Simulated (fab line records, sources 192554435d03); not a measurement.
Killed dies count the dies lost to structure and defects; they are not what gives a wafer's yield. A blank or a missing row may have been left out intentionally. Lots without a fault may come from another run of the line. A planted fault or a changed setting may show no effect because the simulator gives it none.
Matching of chambers    flow n5_finfet    rie_diel-02 running N5_HKMG_FIN_ETCH_86: 4 sister chambers
The step etches SOC in N2/H2, stops on TiN, target depth 393.2 nm. 4 wafers are shown with their chamber, then 6 later ones without.

## EACH WAFER AND ITS CHAMBER
wafer   chamber  drypump_motor_current_A (A)
L720.2  3        5.9
L721.2  2        6.2
L723.1  1        5.5
L723.6  0        5.0

## WAFERS WITH NO CHAMBER GIVEN
wafer   drypump_motor_current_A (A)
L728.2  5.5
L728.3  6.0
L728.6  5.5
L738.1  6.0
L738.5  6.2
L738.6  5.5

## THE CHAMBER EACH PASSED THROUGH
wafer   from the rows above      in truth
L728.2  1                        1
L728.3  can't be placed: 3 or 2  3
L728.6  1                        1
L738.1  can't be placed: 3 or 2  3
L738.5  2                        2
L738.6  1                        1
Correctly placed: 4 of 6. Can't be placed from these rows: 2 (the true chamber is among the candidates in 2). Wrongly placed: 0.
How it was worked out, from the rows above alone: a wafer's distance from a chamber is the root of the sum, over the readings, of the square of ((its reading less the chamber's mean) divided by the reading's scatter). The wafer belongs to the nearest chamber; if the next one is less than 2 further off, it can't be placed. A chamber's mean is the mean of its shown wafers. The scatter (one wafer shown for each chamber): square how far every hidden wafer sits from the nearest shown wafer, average those squares and take the square root.
